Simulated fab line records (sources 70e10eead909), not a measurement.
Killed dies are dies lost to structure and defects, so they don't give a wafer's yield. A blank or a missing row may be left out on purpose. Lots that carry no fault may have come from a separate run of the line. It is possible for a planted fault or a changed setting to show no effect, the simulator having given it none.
Comparing a struck lot with a sound one    flow nandHarc    44 steps out of a route of 1302
Sound: these wafers, L628.1, L628.4, L628.5. Struck: wafers L638.1, L638.2, L638.4. The cause comes at the end.
Order at every step that has rows: each side's tool, ch and its chambers, its first start. Under that, the readings that differ: sound wafers    struck wafers    difference of the means    sigmas: that difference in standard deviations of wafers without a fault.
alike: words and numbers the same on both sides, and readings whose means are apart by under 2 such deviations; not compared: readings that were withheld, readings missing a value for some wafer, numbers with overlapping values and no deviation given by the record, and bounds like >300 which may hide the same value.
The two part at a step that has a row with sigmas, a row that says differs or no value, or rows on one side only. When numbers do not overlap yet have no deviation, they are printed without sigmas and do not part them. A reading that every wafer of one side lacks parts them only if that side has two wafers or more.

first, 5 steps without rows for these wafers: NHARC_P_GATE_SOFTBAKE_21 (time 55 s); NHARC_P_GATE_EBR_22; NHARC_P_GATE_EXPOSE_23 (exposes mask P GATE, target cd 120 nm); NHARC_P_GATE_PEB_24 (peb time 65 s); NHARC_P_GATE_DEVELOP_25 (develop time 35 s).
NHARC_P_GATE_CD_MEAS_26 targets a cd of 120 nm.
  sound on cdSem-01 ch 0, day 6 18:08; struck on cdSem-03 ch 0, day 11 01:28
  alike: cdNm
NHARC_P_GATE_OVL_MEAS_27:
  sound on overlay-02 at day 6 18:13; struck on overlay-01 at day 11 01:33
  alike: overlayXNm, overlayYNm
NHARC_P_GATE_INSPECT_28:
  sound on defectInspect-01 at day 6 18:15; struck on defectInspect-02 at day 11 01:35
  alike: rawDefectCount
then, 1 step without rows for these wafers: NHARC_P_GATE_DESCUM_31 (chemistry O2, time 3 s).
NHARC_P_GATE_ETCH_104: etches the open film in CF4/CHF3, target depth 60 nm.
  sound on rieDiel-03 ch 2,3, day 6 18:24; struck on rieDiel-01 ch 0,2,3, day 11 01:44
  alike: biasW, drypumpMotorCurrentA, oesProductAu, rfFwdPowerW, rfVppV, showerheadPlenumPTorr, throttleValvePct
then, 2 steps without rows for these wafers: NHARC_P_GATE_HM_OPEN_105 (chemistry O2/COS, target depth 360 nm); NHARC_P_GATE_STRIP_106 (strips in O2/COS).
NHARC_P_GATE_ETCH_114: etches the open film in CF4/O2, target depth 30 nm, overetch 3 nm, time 16.5 s.
  sound on rieDiel-03 ch 0,3, day 6 18:00; struck on rieDiel-01 ch 1,2,3, day 11 02:00
  alike: biasW, drypumpMotorCurrentA, oesProductAu, rfFwdPowerW, rfVppV, showerheadPlenumPTorr, throttleValvePct
  not compared: rfHoursCounterH
then, 1 step without rows for these wafers: NHARC_P_GATE_ETCH_32 (etches the open film in HBr/Cl2, target depth 150 nm, time 100.1 s).
NHARC_P_GATE_STRIP_108: strips in O2.
  sound on rieDiel-10 ch 1,2, day 6 18:56; struck on rieDiel-10 ch 1,2,3, day 11 02:18
  alike: drypumpMotorCurrentA, oesProductAu, rfVppV, showerheadPlenumPTorr, throttleValvePct
  not compared: rfHoursCounterH
NHARC_P_GATE_CD_MEAS_33:
  sound on cdSem-01 at day 6 19:07; struck on cdSem-02 at day 11 02:29
reading    sound              struck             difference  sigmas
cdNm (nm)  122.2 126.5 125.9  115.9 119.9 121.2  -5.9        -2
then, 5 steps without rows for these wafers: NHARC_P_GATE_STRIP_35 (strips in SPM, time 600 s); NHARC_P_GATE_PRECLEAN_73 (cleans in SC1); NHARC_P_GATE_SRD_74; NHARC_P_GATE_ALD_36 (deposits SiNx, target thk 20 nm, pulse time 60 s, ald cycles 223); NHARC_P_GATE_ETCHBACK_37 (etches the open film in CHF3/O2, target depth 34.5 nm, time 17.2 s).
NHARC_P_GATE_STRIP_101: strips in O2, time 20 s.
  sound on rieDiel-01 ch 0,2,3, day 7 07:14; struck on rieDiel-03 ch 1,2,3, day 11 12:36
  alike: drypumpMotorCurrentA, oesProductAu, rfVppV, showerheadPlenumPTorr, throttleValvePct
  not compared: rfHoursCounterH
then, 12 steps without rows for these wafers: NHARC_P_GATE_PRECLEAN_97 (cleans in SPM, time 600 s); NHARC_P_GATE_SRD_98; NHARC_P_GATE_PRECLEAN_99 (cleans in SC1); NHARC_P_GATE_SRD_100; NHARC_P_GATE_DEHYDRATE_38 (time 120 s); NHARC_P_GATE_HMDS_39 (time 30 s); NHARC_P_GATE_COAT_40; NHARC_P_GATE_SOFTBAKE_41 (time 95 s); NHARC_P_GATE_EBR_42; NHARC_P_GATE_EXPOSE_43 (exposes mask P NSD, target cd 720 nm); NHARC_P_GATE_PEB_44 (peb time 85 s); NHARC_P_GATE_DEVELOP_45 (time 70 s).
NHARC_P_GATE_CD_MEAS_46 targets a cd of 720 nm.
  sound on cdSem-01 ch 0, day 7 08:14; struck on cdSem-01 ch 0, day 11 13:31
  alike: cdNm
then, 1 step without rows for these wafers: NHARC_P_GATE_HARDBAKE_47 (time 80 s).
NHARC_P_GATE_DESCUM_48: chemistry O2, time 3 s.
  sound on rieDiel-10 ch 1,2,3, day 7 08:25; struck on rieDiel-01 ch 0,1,3, day 11 13:41
  alike: drypumpMotorCurrentA, oesProductAu, rfVppV, showerheadPlenumPTorr, throttleValvePct
  not compared: rfHoursCounterH
then, 2 steps without rows for these wafers: NHARC_P_GATE_IMPLANT_49; NHARC_P_GATE_STRIP_111 (strips in N2/H2, time 250 s).
NHARC_P_GATE_STRIP_75: strips in O2.
  sound on plasmaAsher-01 ch 0,1, day 7 09:04; struck on plasmaAsher-01 ch 0,1, day 11 14:22
  alike: drypumpMotorCurrentA, heaterPowerW
  not compared: rfHoursCounterH
then, 2 steps without rows for these wafers: NHARC_P_GATE_STRIP_50 (strips in SPM, time 900 s); NHARC_P_GATE_DEHYDRATE_51 (time 120 s).
NHARC_P_GATE_INSPECT_68:
  sound on defectInspect-02 at day 7 14:50; struck on defectInspect-02 at day 11 19:54
reading         sound        struck          difference  sigmas
rawDefectCount  252 206 299  1403 1383 1388  +1139       +15
-- the record jumps here: 19 days lie between the struck wafers' starts before and after (it left off in module P_GATE and takes up again in module END, whose first step shown is number 1302 of the route) --
NHARC_END_SORT_01:
  at this point the record logs the struck wafers (prober-02 ch 0, day 30 11:01) and has no rows for the sound ones

## WHERE THEY PART
First at NHARC_P_GATE_CD_MEAS_33; last, within this record, at NHARC_END_SORT_01.

WHY: what had been put in by the simulator
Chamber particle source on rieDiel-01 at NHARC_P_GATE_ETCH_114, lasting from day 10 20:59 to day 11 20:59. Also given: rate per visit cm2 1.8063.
